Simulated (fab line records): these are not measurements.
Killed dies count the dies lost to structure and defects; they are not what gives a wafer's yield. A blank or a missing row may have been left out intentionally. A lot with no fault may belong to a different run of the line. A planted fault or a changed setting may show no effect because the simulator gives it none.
Which tool was responsible? -- flow n5-finfet -- 24 lots, 72 wafers sampled, at 2 steps of a route of 1938

WHAT THE GAUGES SHOWED, per wafer
N5_BEOL_M0_CUTY_OVL_MEAS_58. Usual: for M0_ABLK_OVL the level is -0.5 nm and the standard deviation is 0.75.
lot,measured,on,M0_ABLK_OVL (nm),flag
L074,day 5 19:29,overlay-01,-0.9 -0.1 0.9,
L076,day 6 03:32,overlay-02,-1.0 -1.1 -1.6,
L075,day 6 04:56,overlay-01,-0.2 0.1 0.8,
L077,day 6 16:05,overlay-01,0.2 -0.3 0.5,
L078,day 7 06:07,overlay-01,-1.6 -1.6 -2.0,
L079,day 7 10:49,overlay-01,-0.4 -1.4 0.4,
L080,day 7 11:38,overlay-02,0.0 -0.5 -0.1,
L081,day 8 01:21,overlay-02,-0.3 -0.5 -0.9,
L082,day 8 01:59,overlay-02,0.2 -0.6 -0.9,
L083,day 8 02:26,overlay-02,-0.6 -1.1 -0.3,
L084,day 8 06:19,overlay-01,-0.9 -0.7 -1.6,
L085,day 8 09:34,overlay-01,-0.1 1.6 0.8,
L086,day 9 01:35,overlay-01,-2.2 -0.9 -1.5,
L087,day 9 06:21,overlay-01,-0.1 0.2 -0.7,
L088,day 9 09:21,overlay-01,-0.1 -1.6 -1.2,
L089,day 9 10:43,overlay-02,-0.8 -1.3 -0.8,
L090,day 9 18:17,overlay-01,-1.3 -0.8 -0.2,
L091,day 9 21:02,overlay-01,-0.5 -1.1 -0.6,
L092,day 10 02:43,overlay-02,0.9 0.7 -0.3,
L093,day 10 12:43,overlay-02,1.1 0.0 -0.5,
L094,day 10 17:52,overlay-01,-0.4 0.7 0.5,
L095,day 11 01:14,overlay-02,-1.4 -1.4 -0.9,
L097,day 11 15:02,overlay-02,-1.4 -0.4 0.3,
L096,day 11 15:35,overlay-02,-1.0 0.3 -0.1,

WHICH TOOL RAN EACH LOT (tool, then ch and the chambers of the sampled wafers, then the start)
lot,N5_BEOL_M0_SAQP_ALD_48
L074,"ald-sin-01 ch 0,1,3, day 5 18:26"
L076,"ald-sin-01 ch 0,1,2, day 6 02:28"
L075,"ald-sin-02 ch 0,1,3, day 6 03:52"
L077,"ald-sin-04 ch 0,1,3, day 6 15:02"
L078,"ald-sin-02 ch 0,2,3, day 7 05:04"
L079,"ald-sin-02 ch 0,1, day 7 09:53"
L080,"ald-sin-02 ch 0,1,2, day 7 10:29"
L081,"ald-sin-02 ch 0,1,2, day 8 00:26"
L082,"ald-sin-02 ch 1,2, day 8 00:56"
L083,"ald-sin-04 ch 0,1,2, day 8 01:23"
L084,"ald-sin-04 ch 1,2,3, day 8 05:24"
L085,"ald-sin-02 ch 0,2,3, day 8 08:34"
L086,"ald-sin-02 ch 0,1,2, day 9 00:54"
L087,"ald-sin-04 ch 0,2, day 9 05:18"
L088,"ald-sin-02 ch 0,3, day 9 08:26"
L089,"ald-sin-04 ch 0,2, day 9 09:40"
L090,"ald-sin-02 ch 1,2,3, day 9 17:21"
L091,"ald-sin-02 ch 0,2,3, day 9 19:59"
L092,"ald-sin-04 ch 0,1,3, day 10 01:40"
L093,"ald-sin-02 ch 2,3, day 10 11:34"
L094,"ald-sin-01 ch 0,2,3, day 10 16:56"
L095,"ald-sin-02 ch 1,2,3, day 11 00:19"
L097,"ald-sin-04 ch 1,3, day 11 14:07"
L096,"ald-sin-04 ch 0,1,3, day 11 14:40"
- N5_BEOL_M0_SAQP_ALD_48: deposits SiO2, target thk 20 nm, pulse time 1 s, co reactant pulse time 1 s.

WHAT THE TOOLS THEMSELVES READ (means of the sampled wafers that have a number; where no wafer has one, the mark that the record gives instead)
N5_BEOL_M0_SAQP_ALD_48. Usual: heater-power-outer-w 42 W, standard deviation 4.6; heater-power-w 79 W, standard deviation 7.5; precursor-pulse-height-rel 0.998, standard deviation 0.02.
lot,tool,heater-power-outer-w (W),heater-power-w (W),precursor-pulse-height-rel,flag
L074,ald-sin-01,48,85,1.007,
L076,ald-sin-01,47,85,0.984,
L075,ald-sin-02,40,74,1.020,
L077,ald-sin-04,40,83,1.007,
L078,ald-sin-02,39,75,0.994,
L079,ald-sin-02,44,82,1.006,
L080,ald-sin-02,43,83,0.970,
L081,ald-sin-02,43,82,0.980,
L082,ald-sin-02,44,81,1.006,
L083,ald-sin-04,43,84,1.000,
L084,ald-sin-04,43,85,1.008,
L085,ald-sin-02,39,74,0.988,
L086,ald-sin-02,43,81,0.995,
L087,ald-sin-04,41,80,1.015,
L088,ald-sin-02,36,69,1.005,
L089,ald-sin-04,42,82,0.999,
L090,ald-sin-02,39,75,1.006,
L091,ald-sin-02,39,74,0.996,
L092,ald-sin-04,40,81,0.992,
L093,ald-sin-02,38,74,0.991,
L094,ald-sin-01,47,85,1.015,
L095,ald-sin-02,39,74,0.985,
L097,ald-sin-04,41,82,0.999,
L096,ald-sin-04,40,80,0.996,

THE ANSWER, worked out from the rows above alone
Rule: a lot counts as off when the mean over its wafers that have a number is more than 3 standard deviations away from the usual mean. Also off: a lot with no number at a reading for which 4 or more lots have one. All remaining lots with rows at the step are treated as sound. First the gauges in route order, then the tools' own readings, where a lot's mean is used as printed above. At the first step where some lot is off, the reading lying furthest off is the one used; lots without a number count as furthest.
No lot is off at any reading shown: from this, nothing can be told.

WHAT WAS PUT IN BY THE SIMULATOR
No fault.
